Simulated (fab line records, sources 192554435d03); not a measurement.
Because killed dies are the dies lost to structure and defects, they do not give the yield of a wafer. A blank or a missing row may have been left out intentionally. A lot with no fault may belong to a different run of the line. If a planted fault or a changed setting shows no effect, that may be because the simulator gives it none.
Which tool did it? + flow n5_finfet + 33 wafers sampled from 11 lots at 1 step of a route of 1938

== WHAT THE GAUGES SHOWED, per wafer ==
N5_BEOL_M13_THK_MEAS_01.
| lot  | measured     | on            | M13_ILD_THK (nm) |
|------|--------------|---------------|------------------|
| L118 | day 11 03:37 | film_metro-01 | 829 850 843      |
| L121 | day 11 16:14 | film_metro-01 | 841 838 848      |
| L124 | day 13 17:31 | film_metro-01 | 822 832 843      |
| L127 | day 13 21:43 | film_metro-01 | 827 846 832      |
| L126 | day 14 09:19 | film_metro-02 | 835 819 838      |
| L131 | day 14 23:46 | film_metro-02 | 826 853 839      |
| L130 | day 15 01:34 | film_metro-01 | 826 824 836      |
| L128 | day 15 02:13 | film_metro-01 | 833 841 841      |
| L133 | day 15 18:43 | film_metro-02 | 836 845 848      |
| L138 | day 16 08:22 | film_metro-01 | 832 844 846      |
| L141 | day 17 12:59 | film_metro-02 | 832 845 851      |

== EACH LOT AND THE TOOL THAT RAN IT (in order: tool; ch and the chambers of the sampled wafers; start) ==
Record: no process step prior to these readings.

== THE ANSWER, worked out from the rows above alone ==
Rule: the usual values come from the lots themselves. The widest of any qualifying gaps counts: lots, ordered by their means at a reading, are off when they make up no more than a third of the lots, leave a main group of 4 or more, and stand apart from it by 3 or more times the standard deviation of that group's means. The tables above print the reading to a certain number of digits; a main group whose means all agree to those digits is not used. A lot without any number at a reading at which 4 lots or more have one is off too. All remaining lots with rows at the step are treated as sound.
No lot is off at any reading shown: from this, nothing can be told.

== WHAT THE SIMULATOR HAD PUT IN ==
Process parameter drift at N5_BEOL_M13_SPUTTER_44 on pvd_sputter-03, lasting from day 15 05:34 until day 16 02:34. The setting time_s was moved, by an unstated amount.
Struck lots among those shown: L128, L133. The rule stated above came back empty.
